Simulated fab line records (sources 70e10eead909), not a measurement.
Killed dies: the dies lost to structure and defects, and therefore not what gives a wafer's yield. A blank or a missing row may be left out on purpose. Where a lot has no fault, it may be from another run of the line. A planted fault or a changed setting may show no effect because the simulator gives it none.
fab line records	flow nandHarc
record: lots: 6	wafers: 18	lastDay: 33
route steps=1302 shown P_M1@313 P_M2@318
lots untouched by any fault: they come from a run of this same line in which no faults occurred
startH: start of the lot's first displayed wafer, in hours after the record's first day	waitH: time in hours since the lot's previous step	" the same as in the row above	L1.1+2: a row that stands for several wafers	- value missing, or start not given	* or withheld: withheld	< > ~ a bound
route shown NAME@n: NAME is a module with steps in the file, n the number in the route of the first one	usual: the fault-free wafers' mean and standard deviation	same: alike in all rows	chamber/n: place in a boat	sites: each site's reading	_std_site: the values' standard deviation	_edge_site: inner sites' mean taken away from outer sites' mean	radiusMm: how far each site lies from the wafer's centre	mask NAME#n: copy n	behind: the tool/chamber that last shaped the wafer	hold: the reason the lot was held/the length of the hold in hours/how it ended	device: which transistor (n, p or np) failed to switch	end of line: the route-end tests of the same wafers	a step given without rows: its recipe and nothing more	killed: the dies lost at the first sort to structure and to defects; this is not the yield of the wafer	map: a wafer's dies, marking killed ones x, the rest . and places with no die _
set.NAME: the setting as run; set.NAME@STEP: as run at that earlier step	model.NAME: the simulator's own value behind a step, which no gauge read
a table for each step, a row for each wafer; lots at some steps of the route
services: the hour from which a tool's chamber was out of use, counted from the record's first day as startH (under 0 if before that day), plus the number of hours and why
== steps ==
step: NHARC_P_M1_SRD_25
step: NHARC_P_M1_INSPECT_27
usual: rawDefectCount: 334/140
lot.wafer	tool	chamber	startH	waitH	rawDefectCount
L150.3	defectInspect-01	-	212.80	0.0	453
L150.4	"	-	"	"	442
L150.6	"	-	"	"	229
L151.1	defectInspect-01	-	219.70	0.0	260
L151.3	"	-	"	"	298
L151.6	"	-	"	"	822
L153.1	defectInspect-02	-	239.71	0.0	302
L153.2	"	-	"	"	392
L153.3	"	-	"	"	386
L157.1	defectInspect-02	-	270.90	0.0	643
L157.2	"	-	"	"	409
L157.4	"	-	"	"	279
L163.2	defectInspect-02	-	334.03	0.0	260
L163.4	"	-	"	"	306
L163.6	"	-	"	"	198
L164.3	defectInspect-01	-	351.07	0.0	308
L164.4	"	-	"	"	404
L164.6	"	-	"	"	323
step: NHARC_P_M1_PRE_CLEAN_32
recipe: timeS: 12	tempC: 370	rfPowerW: 300	gas: NH3
usual: heaterPowerW: 606/86
lot.wafer	tool	chamber	startH	waitH	heaterPowerW
L150.3	pecvd-03	0	212.87	0.1	536
L150.6	"	0	"	"	536
L150.4	"	2	"	"	551
L151.3	pecvd-03	2	219.78	0.1	550
L151.1	"	0	"	"	628
L151.6	"	1	"	"	582
L153.2	pecvd-04	2	239.77	0.1	805
L153.1	"	0	"	"	762
L153.3	"	1	"	"	654
L157.2	pecvd-02	1	270.97	0.1	509
L157.1	"	0	"	"	636
L157.4	"	0	"	"	625
L163.2	pecvd-02	2	334.11	0.1	502
L163.4	"	2	"	"	522
L163.6	"	0	"	"	671
L164.3	pecvd-03	2	351.15	0.1	537
L164.6	"	2	"	"	536
L164.4	"	0	"	"	601
step: NHARC_P_M1_DEP_33
recipe: targetThkA: 300	tempC: 370	targetThkNm: 30	pressureTorr: 3	flowSccm: 200	rfW: 450	material: SiCN
usual: heaterPowerW: 550/76	showerheadVppV: 1301/57
lot.wafer	tool	chamber	startH	waitH	heaterPowerW	showerheadVppV
L150.3	pecvd-03	0	212.95	0.1	568	1248
L150.6	"	0	"	"	585	1247
L150.4	"	2	"	"	520	1326
L151.3	pecvd-03	2	219.89	0.1	503	1339
L151.1	"	0	"	"	509	1262
L151.6	"	1	"	"	567	1326
L153.2	pecvd-04	2	239.85	0.1	615	1316
L153.1	"	0	"	"	689	1338
L153.3	"	1	"	"	603	1201
L157.2	pecvd-02	1	271.05	0.1	526	1319
L157.1	"	0	"	"	587	1225
L157.4	"	0	"	"	601	1240
L163.2	pecvd-02	2	334.21	0.1	535	1373
L163.4	"	2	"	"	524	1397
L163.6	"	0	"	"	625	1222
L164.3	pecvd-03	2	351.27	0.1	452	1315
L164.6	"	2	"	"	437	1344
L164.4	"	0	"	"	514	1263
step: NHARC_P_M2_DEP_00
recipe: targetThkA: 1825	targetThkNm: 182.5	tempC: withheld	pressureTorr: 5	flowSccm: 200	rfW: 600	material: SiOC
step: NHARC_P_M2_DEHYDRATE_01
recipe: tempC: 150	timeS: 120
step: NHARC_P_M2_HMDS_02
recipe: timeS: 30
step: NHARC_P_M2_COAT_34
recipe: tempC: 200	timeS: 65
step: NHARC_P_M2_COAT_03
recipe: spinRpm: 1500	resistThkNm: 90
step: NHARC_P_M2_SOFTBAKE_04
recipe: tempC: 105	timeS: 55
step: NHARC_P_M2_EBR_05
step: NHARC_P_M2_EXPOSE_06
recipe: na: 1.35	targetCdNm: 170	doseMj: 80.78	maskId: P_M2
usual: exposureDoseMJCm2: 80.79/0.079	stageVelMmS: 499.98/0.24
lot.wafer	tool	chamber	startH	waitH	mask	exposureDoseMJCm2	stageVelMmS
L150.3	arfiScanner-02	0	214.05	-	P_M2#0	80.83	499.79
L150.4	"	0	"	"	P_M2#0	80.77	499.92
L150.6	"	0	"	"	P_M2#0	80.64	500.11
L151.1	arfiScanner-01	0	220.95	-	P_M2#0	80.72	499.97
L151.3	"	0	"	"	P_M2#0	80.82	499.90
L151.6	"	0	"	"	P_M2#0	80.70	500.05
L153.1	arfiScanner-02	0	240.81	-	P_M2#0	125.13	499.78
L153.2	"	0	"	"	P_M2#0	125.02	499.77
L153.3	"	0	"	"	P_M2#0	125.16	500.40
L157.1	arfiScanner-02	0	272.13	-	P_M2#0	117.18	499.77
L157.2	"	0	"	"	P_M2#0	117.17	499.97
L157.4	"	0	"	"	P_M2#0	116.98	500.10
L163.2	arfiScanner-01	0	335.28	-	P_M2#0	80.84	499.93
L163.4	"	0	"	"	P_M2#0	80.89	499.97
L163.6	"	0	"	"	P_M2#0	80.75	500.37
L164.3	arfiScanner-03	0	352.34	-	P_M2#0	80.71	499.71
L164.4	"	0	"	"	P_M2#0	80.67	499.92
L164.6	"	0	"	"	P_M2#0	80.70	499.86
step: NHARC_P_M2_PEB_07
recipe: pebTempC: 100	pebTimeS: 65
step: NHARC_P_M2_DEVELOP_08
recipe: developTimeS: 35	devTempC: 23
step: NHARC_P_M2_CD_MEAS_09
recipe: targetCdNm: 170	landingEnergyEv: 500
usual: cdNm: 170.0/0.75
same: landingEnergyEv: 500
lot.wafer	tool	chamber	startH	waitH	cdNm
L150.3	cdSem-02	0	214.18	-	170.3
L150.4	"	0	"	"	171.5
L150.6	"	0	"	"	171.8
L151.1	cdSem-01	0	221.09	-	169.0
L151.3	"	0	"	"	169.3
L151.6	"	0	"	"	169.0
L153.1	cdSem-01	0	240.95	-	195.0
L153.2	"	0	"	"	195.4
L153.3	"	0	"	"	194.4
L157.1	cdSem-01	0	272.27	-	191.0
L157.2	"	0	"	"	190.8
L157.4	"	0	"	"	191.6
L163.2	cdSem-03	0	335.42	-	170.4
L163.4	"	0	"	"	170.3
L163.6	"	0	"	"	171.0
L164.3	cdSem-03	0	352.48	-	169.6
L164.4	"	0	"	"	170.1
L164.6	"	0	"	"	169.6
step: NHARC_P_M2_OVL_MEAS_10
recipe: pitchNm: 340
usual: overlayXNm: 0.3/0.66	overlayYNm: -0.2/0.78
lot.wafer	tool	chamber	startH	waitH	overlayXNm	overlayYNm
L150.3	overlay-02	-	214.27	-	0.3	-0.4
L150.4	"	-	"	"	-0.1	-0.2
L150.6	"	-	"	"	0.6	-0.7
L151.1	overlay-02	-	221.18	-	-0.6	-2.1
L151.3	"	-	"	"	0.0	-1.4
L151.6	"	-	"	"	-0.3	-1.9
L153.1	overlay-01	-	241.04	-	0.5	0.0
L153.2	"	-	"	"	-0.1	0.3
L153.3	"	-	"	"	-0.2	0.4
L157.1	overlay-01	-	272.36	-	1.1	-0.7
L157.2	"	-	"	"	1.0	-0.6
L157.4	"	-	"	"	0.9	-0.8
L163.2	overlay-02	-	335.50	-	-0.6	0.8
L163.4	"	-	"	"	0.2	0.5
L163.6	"	-	"	"	-0.3	1.0
L164.3	overlay-01	-	352.57	-	-0.2	-0.6
L164.4	"	-	"	"	-0.8	-0.7
L164.6	"	-	"	"	-1.2	0.0
step: NHARC_P_M2_INSPECT_11
usual: rawDefectCount: 5/3.7
lot.wafer	tool	chamber	startH	waitH	rawDefectCount
L150.3	defectInspect-02	-	214.30	0.0	6
L150.4	"	-	"	"	8
L150.6	"	-	"	"	2
L151.1	defectInspect-01	-	221.21	0.0	6
L151.3	"	-	"	"	3
L151.6	"	-	"	"	9
L153.1	defectInspect-02	-	241.08	0.0	5
L153.2	"	-	"	"	5
L153.3	"	-	"	"	3
L157.1	defectInspect-02	-	272.40	0.0	11
L157.2	"	-	"	"	10
L157.4	"	-	"	"	5
L163.2	defectInspect-01	-	335.54	0.0	0
L163.4	"	-	"	"	1
L163.6	"	-	"	"	4
L164.3	defectInspect-01	-	352.60	0.0	2
L164.4	"	-	"	"	2
L164.6	"	-	"	"	3
step: NHARC_P_M2_DESCUM_14
recipe: timeS: 3	o2FlowSccm: 200	arFlowSccm: 0	biasPowerW: 0	chemistry: O2
usual: drypumpMotorCurrentA: 5.8/0.39	oesProductAu: 0.996/0.014	rfVppV: 57.9/0.87	showerheadPlenumPTorr: 1.91/0.058	throttleValvePct: 11.312/0.0097
lot.wafer	tool	chamber	startH	waitH	drypumpMotorCurrentA	oesProductAu	rfHoursCounterH	rfVppV	showerheadPlenumPTorr	throttleValvePct	model.P_M2.cdNm
L150.3	rieDiel-05	1	214.38	0.1	5.3	1.005	8.1	58.2	1.96	11.295	169
L150.4	"	2	"	"	6.1	0.981	7.7	57.4	2.01	11.318	171.2
L150.6	"	0	"	"	6.0	0.997	-	56.5	1.82	11.310	171
L151.3	rieDiel-05	3	221.29	0.1	6.1	1.020	7.8	58.4	1.87	11.308	168.4
L151.1	"	1	"	"	5.3	1.003	8.2	57.5	1.96	11.305	168
L151.6	"	3	"	"	6.1	1.004	-	57.6	1.87	11.322	168
L153.2	rieDiel-05	2	241.14	0.1	6.1	0.999	0.2	58.6	2.01	11.324	196.5
L153.3	"	3	"	"	6.1	1.011	0.1	56.0	1.87	11.305	193.9
L153.1	"	0	"	"	6.0	1.014	0.2	56.9	1.82	11.303	195.2
L157.1	rieDiel-10	3	272.47	0.1	6.7	0.983	1.7	58.2	1.82	11.316	190.9
L157.2	"	0	"	"	5.0	1.002	0.9	58.4	1.91	11.309	191.5
L157.4	"	1	"	"	5.6	0.997	2.1	57.0	1.85	11.326	191
L163.4	rieDiel-02	0	335.60	0.1	5.6	1.006	5.4	56.9	1.89	11.317	169.4
L163.2	"	3	"	"	5.8	0.981	5.4	58.0	1.92	11.303	170.2
L163.6	"	0	"	"	5.6	1.012	-	57.8	1.89	11.317	170.6
L164.4	rieDiel-05	2	352.67	0.1	6.1	1.009	6.5	56.8	2.01	11.315	170.7
L164.3	"	3	"	"	6.1	1.001	6.3	56.8	1.87	11.314	169.1
L164.6	"	3	"	"	6.1	1.008	-	57.5	1.87	11.294	169.2
step: NHARC_P_M2_ETCH_35
recipe: targetDepthA: 400	overetchA: 120	timeS: 43.94	ionEnergyEv: 200	n2FlowSccm: 150	h2FlowSccm: 150	arFlowSccm: 0	rfW: 400	biasW: 150	chemistry: N2/H2
usual: drypumpMotorCurrentA: 5.7/0.41	h2FlowSccm: 150.0/0.39	oesProductAu: 0.997/0.015	rfVppV: 430.2/2.1	showerheadPlenumPTorr: 2.03/0.064	throttleValvePct: 14.171/0.0094
lot.wafer	tool	chamber	startH	waitH	drypumpMotorCurrentA	h2FlowSccm	oesProductAu	rfHoursCounterH	rfVppV	showerheadPlenumPTorr	throttleValvePct
L150.3	rieDiel-05	2	214.46	0.1	6.1	149.6	0.988	7.7	433.6	2.15	14.158
L150.4	"	3	"	"	6.1	150.1	1.007	7.7	428.8	1.99	14.163
L150.6	"	0	"	"	6.0	150.3	1.009	-	429.2	1.94	14.163
L151.3	rieDiel-05	2	221.36	0.1	6.1	150.0	0.987	7.8	433.9	2.14	14.174
L151.1	"	0	"	"	6.0	149.6	1.008	8.2	428.2	1.94	14.162
L151.6	"	3	"	"	6.1	151.2	1.015	-	429.1	1.99	14.165
L153.3	rieDiel-05	0	241.22	0.1	6.0	150.5	1.015	0.2	428.2	1.94	14.186
L153.2	"	1	"	"	5.3	149.7	0.994	0.2	432.9	2.09	14.158
L153.1	"	3	"	"	6.1	150.2	1.008	0.1	429.7	2.00	14.186
L157.1	rieDiel-10	1	272.55	0.1	5.5	149.8	1.001	2.1	428.6	1.97	14.157
L157.2	"	2	"	"	5.1	150.3	0.992	1.7	426.9	1.94	14.164
L157.4	"	3	"	"	6.7	149.6	0.981	1.7	426.7	1.94	14.159
L163.2	rieDiel-02	0	335.69	0.1	5.6	149.7	1.008	5.4	429.6	2.02	14.147
L163.4	"	2	"	"	5.4	150.2	0.988	5.9	430.4	2.01	14.180
L163.6	"	0	"	"	5.5	150.2	1.007	-	429.3	2.02	14.178
L164.3	rieDiel-05	2	352.75	0.1	6.1	150.3	1.008	6.5	433.3	2.14	14.181
L164.4	"	3	"	"	6.1	150.9	1.010	6.3	429.9	1.99	14.171
L164.6	"	2	"	"	6.1	150.1	1.009	-	434.2	2.14	14.170
step: NHARC_P_M2_ETCH_15
recipe: targetDepthA: 1825	timeS: 91.2	c4f8FlowSccm: withheld	arFlowSccm: 400	rfW: 600	biasW: 300	chemistry: C4F8/Ar
usual: oesProductAu: 0.937/0.025	rfVppV: 440.6/1.9
lot.wafer	tool	chamber	startH	waitH	oesProductAu	rfHoursCounterH	rfVppV
L150.3	rieDiel-05	2	-	-	0.909	7.8	443.1
L150.4	"	3	"	"	0.935	7.8	438.7
L150.6	"	1	"	"	0.920	-	443.8
L151.3	rieDiel-05	3	-	-	0.929	7.8	440.2
L151.1	"	0	"	"	0.929	8.2	437.5
L151.6	"	0	"	"	0.931	-	437.4
L153.3	rieDiel-05	0	-	-	0.995	0.2	437.2
L153.1	"	1	"	"	0.981	0.3	442.5
L153.2	"	2	"	"	0.960	0.2	443.3
L157.2	rieDiel-10	3	-	-	0.901	1.7	438.0
L157.4	"	0	"	"	0.975	1.0	439.2
L157.1	"	1	"	"	0.931	2.2	438.1
L163.2	rieDiel-02	3	-	-	0.955	5.5	440.6
L163.4	"	0	"	"	0.969	5.4	440.1
L163.6	"	3	"	"	0.952	-	440.7
L164.4	rieDiel-05	0	-	-	0.933	6.9	437.6
L164.3	"	3	"	"	0.938	6.4	438.5
L164.6	"	1	"	"	0.930	-	441.8
step: NHARC_P_M2_CD_MEAS_16
usual: cdNm: 169.8/1.1
lot.wafer	tool	chamber	startH	waitH	cdNm
L150.3	cdSem-03	-	214.68	-	168.4
L150.4	"	-	"	"	171.3
L150.6	"	-	"	"	170.7
L151.1	cdSem-01	-	221.58	-	167.3
L151.3	"	-	"	"	167.9
L151.6	"	-	"	"	167.4
L153.1	cdSem-02	-	241.44	-	194.8
L153.2	"	-	"	"	196.8
L153.3	"	-	"	"	193.2
L157.1	cdSem-02	-	272.77	-	190.9
L157.2	"	-	"	"	191.3
L157.4	"	-	"	"	191.2
L163.2	cdSem-01	-	335.91	-	170.3
L163.4	"	-	"	"	169.8
L163.6	"	-	"	"	170.2
L164.3	cdSem-02	-	352.99	-	169.3
L164.4	"	-	"	"	170.3
L164.6	"	-	"	"	169.2
step: NHARC_P_M2_STRIP_18
recipe: powerW: 1000	n2FlowSccm: 150	h2FlowSccm: 150	arFlowSccm: 0	biasW: 0	chemistry: N2/H2
usual: drypumpMotorCurrentA: 5.7/0.46	h2FlowSccm: 150.0/0.45	oesProductAu: 0.999/0.015	rfVppV: 90.6/0.96	showerheadPlenumPTorr: 2.02/0.067	throttleValvePct: 14.171/0.0084
lot.wafer	tool	chamber	startH	waitH	drypumpMotorCurrentA	h2FlowSccm	oesProductAu	rfHoursCounterH	rfVppV	showerheadPlenumPTorr	throttleValvePct
L150.4	rieDiel-10	2	214.74	0.1	5.1	150.0	1.000	8.9	89.9	1.94	14.178
L150.3	"	1	"	"	5.6	149.6	1.018	8.4	93.1	1.97	14.169
L150.6	"	2	"	"	5.1	150.1	0.986	-	90.1	1.94	14.180
L151.3	rieDiel-10	0	221.66	0.1	5.0	150.9	1.022	9.3	91.0	2.04	14.199
L151.1	"	2	"	"	5.1	149.9	1.001	9.5	90.5	1.94	14.172
L151.6	"	1	"	"	5.6	150.9	1.009	-	90.1	1.97	14.170
L153.1	rieDiel-02	0	241.54	0.1	5.6	150.2	1.010	0.8	90.0	2.02	14.170
L153.2	"	1	"	"	6.1	149.8	0.976	0.9	91.4	2.11	14.172
L153.3	"	2	"	"	5.4	150.4	0.988	1.2	89.5	2.01	14.177
L157.1	rieDiel-05	2	272.84	0.1	6.1	149.9	0.978	1.5	91.6	2.14	14.183
L157.2	"	0	"	"	6.0	150.2	1.020	1.6	88.9	1.94	14.170
L157.4	"	1	"	"	5.3	150.2	1.001	0.4	91.8	2.09	14.184
L163.4	rieDiel-05	3	336.03	0.1	6.1	149.6	0.999	4.3	90.9	1.99	14.188
L163.2	"	0	"	"	6.0	149.9	1.015	5.5	89.4	1.94	14.165
L163.6	"	2	"	"	6.2	150.4	0.987	-	91.8	2.14	14.175
L164.3	rieDiel-02	3	353.11	0.1	5.9	149.2	0.978	6.3	91.6	2.05	14.176
L164.4	"	0	"	"	5.6	149.8	1.006	6.4	91.0	2.02	14.156
L164.6	"	2	"	"	5.3	149.7	0.999	-	89.6	2.01	14.163
step: NHARC_P_M2_ETCH_28
recipe: targetDepthA: 300	overEtchFrac: 0.3	timeS: 72.99	ionEnergyEv: 150	cf4FlowSccm: 50	n2FlowSccm: 100	arFlowSccm: 150	rfW: 300	biasW: 100	chemistry: CF4/N2
usual: drypumpMotorCurrentA: 5.7/0.46	oesProductAu: 0.998/0.014	rfVppV: 313.9/1.6	showerheadPlenumPTorr: 2.60/0.078	throttleValvePct: 19.794/0.0097
lot.wafer	tool	chamber	startH	waitH	drypumpMotorCurrentA	oesProductAu	rfHoursCounterH	rfVppV	showerheadPlenumPTorr	throttleValvePct	model.P_M2.cdNm
L150.4	rieDiel-10	3	-	-	6.6	0.973	9.2	311.0	2.51	19.780	171.6
L150.3	"	1	"	"	5.6	1.008	8.4	314.1	2.54	19.780	169.1
L150.6	"	3	"	"	6.6	0.996	-	312.9	2.50	19.784	170.9
L151.1	rieDiel-10	1	-	-	5.6	1.008	9.0	312.0	2.54	19.795	167.1
L151.3	"	2	"	"	5.1	0.992	9.5	312.2	2.51	19.795	166.3
L151.6	"	0	"	"	5.0	1.022	-	314.4	2.63	19.793	168.9
L153.2	rieDiel-02	2	-	-	5.4	0.991	1.3	314.2	2.60	19.807	196.1
L153.3	"	3	"	"	5.9	1.000	1.2	315.0	2.64	19.807	193.5
L153.1	"	0	"	"	5.6	1.020	0.9	313.6	2.60	19.795	195.4
L157.4	rieDiel-05	0	-	-	6.0	1.013	1.6	312.2	2.51	19.775	191.1
L157.2	"	1	"	"	5.3	0.994	0.4	313.9	2.69	19.796	189.9
L157.1	"	2	"	"	6.1	0.975	1.6	314.6	2.75	19.808	190.7
L163.4	rieDiel-05	0	-	-	6.0	1.012	5.5	311.7	2.51	19.792	169.8
L163.2	"	1	"	"	5.3	1.000	4.5	314.6	2.69	19.791	169
L163.6	"	2	"	"	6.2	0.998	-	316.3	2.75	19.796	170.3
L164.3	rieDiel-02	3	-	-	5.9	0.980	6.3	314.7	2.64	19.794	169.5
L164.4	"	0	"	"	5.6	1.004	6.4	314.1	2.60	19.803	170.6
L164.6	"	2	"	"	5.4	0.988	-	313.4	2.59	19.797	170.1
step: NHARC_P_M2_STRIP_19
recipe: timeS: 600	tempC: 30	chemistry: postEtchResidueRemover
== services ==
tool	chamber	startH	hours	kind
rieDiel-05	-	190.68	2.6	repair
arfiScanner-03	-	196.00	4.0	pm
rieDiel-10	-	200.96	1.0	repair
arfiScanner-01	-	210.08	0.2	repair
rieDiel-02	-	216.70	9.0	pm
pecvd-02	-	227.45	13.0	pm
rieDiel-05	-	229.65	9.0	pm
rieDiel-10	0	234.53	13.7	repair
rieDiel-10	-	242.50	9.0	pm
arfiScanner-03	-	244.73	1.3	repair
pecvd-02	0	252.44	8.4	repair
rieDiel-10	0	254.05	7.4	repair
rieDiel-05	1	254.30	11.8	repair
rieDiel-02	3	254.78	8.2	repair
arfiScanner-01	-	257.94	4.0	pm
pecvd-04	-	269.02	13.0	pm
rieDiel-02	3	294.24	3.5	repair
pecvd-02	2	302.02	4.3	repair
pecvd-04	0	307.35	5.0	repair
arfiScanner-02	-	312.00	4.0	pm
arfiScanner-03	-	312.58	1.9	repair
pecvd-02	2	343.99	4.8	repair
pecvd-03	-	349.53	1.3	repair
arfiScanner-01	-	349.71	1.9	repair
== key ==
firstSign: step: NHARC_P_M2_EXPOSE_06	reading: exposureDoseMJCm2	direction: up	sigmas: 99+	usual: 80.79	struck: 121.11
effect: step: NHARC_P_M2_CD_MEAS_09	reading: cdNm	direction: up	sigmas: 31	usual: 170.0	struck: 193.0	through: controlLoop
effect: step: NHARC_P_M2_CD_MEAS_16	reading: cdNm	direction: up	sigmas: 20	usual: 169.8	struck: 193.1	through: controlLoop
modelEffect: step: NHARC_P_M2_DESCUM_14	value: P_M2.cdNm	without: 169.5	struck: 193.2
modelEffect: step: NHARC_P_M2_ETCH_28	value: P_M2.cdNm	without: 169.1	struck: 192.8
metAt NHARC_P_M2_EXPOSE_06
struckWafers L153.1,L153.2,L153.3,L157.1,L157.2,L157.4
sortLeftOut L153.1,L153.2,L153.3,L157.1,L157.2,L157.4
loopTrim: step: NHARC_P_M2_EXPOSE_06	setting: dose	lots: L157
onsetBetween 214.05 240.81
fault: kind: processParameterDrift	tool: arfiScanner-02	chamber: -	onsetH: 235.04	steps: NHARC_P_M2_EXPOSE_06	channel: doseMj	offset: 44.3	shape: step	actsIn: theseRecipesOnly	stated: 80.78
sortLeftOut: the simulated sort isn't trusted on such a fault, so these wafers' sort isn't shown, and their yield isn't known
loopTrim: a control loop set the setting to another value than it would have without faults
